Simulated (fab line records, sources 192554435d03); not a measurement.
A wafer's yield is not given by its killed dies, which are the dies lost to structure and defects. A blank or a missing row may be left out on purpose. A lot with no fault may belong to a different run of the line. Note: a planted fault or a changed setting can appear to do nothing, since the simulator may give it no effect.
Chamber matching -- flow n5Finfet -- N5_BEOL_M0_SAQP_ILD_DEP_01 on pecvd-04: 3 sister chambers
The step deposits SiOC from DEMS/O2, target thk 45.419 nm, time 8.7 s. 16 wafers are shown with their chamber, then 8 later ones without.

WAFERS, EACH WITH ITS CHAMBER
wafer,chamber,showerheadPlenumPTorr (Torr),throttleValvePct (%),heaterPowerOuterW (W)
L075.2,0,5.703,12.4,175
L075.4,0,5.700,12.4,174
L075.5,1,5.712,12.2,251
L076.3,2,5.692,11.8,192
L076.4,0,5.714,12.3,227
L076.6,2,5.689,11.6,196
L082.2,2,5.675,11.8,132
L082.3,1,5.719,11.6,252
L082.4,0,5.713,12.4,233
L083.1,0,5.708,12.5,219
L083.2,1,5.708,11.9,248
L083.4,2,5.683,11.5,185
L084.1,1,5.721,12.3,239
L084.2,2,5.687,11.9,185
L084.4,1,5.709,11.9,248
L085.2,1,5.710,12.0,266

SIGNATURES (means of the wafers above)
reading,chamber 0,chamber 1,chamber 2,scatter within a chamber
showerheadPlenumPTorr,5.70760,5.71317,5.68520,0.00603
throttleValvePct,12.400,11.983,11.720,0.183
heaterPowerOuterW,205.60,250.67,178.00,22.3
Rule: a wafer's distance from a chamber is the root of the sum, over the readings, of the square of ((its reading less the chamber's mean) divided by the reading's scatter). The wafer belongs to the nearest chamber; if the next one is less than 2 further off, it can't be placed. The scatter: take each reading less its chamber's mean, square it, sum over the shown wafers, divide by the number of wafers less the number of chambers, and take the root.

WAFERS WITHOUT THEIR CHAMBER
wafer,showerheadPlenumPTorr (Torr),throttleValvePct (%),heaterPowerOuterW (W)
L085.4,5.701,12.0,263
L085.6,5.671,10.3,175
L093.2,5.718,12.6,215
L093.3,5.710,11.9,266
L093.6,5.701,12.5,224
L086.3,5.695,10.6,122
L086.4,5.700,12.7,210
L086.5,5.683,10.9,126

EACH ONE'S CHAMBER
wafer,from the rows above,in truth
L085.4,can't be placed: 1 or 0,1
L085.6,2,2
L093.2,can't be placed: 0 or 1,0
L093.3,1,1
L093.6,0,0
L086.3,2,2
L086.4,0,0
L086.5,2,2
Placed correctly: 6 of 8. From these rows, 2 cannot be placed; in 2 the true chamber is one of the candidates. Placed wrongly: 0.
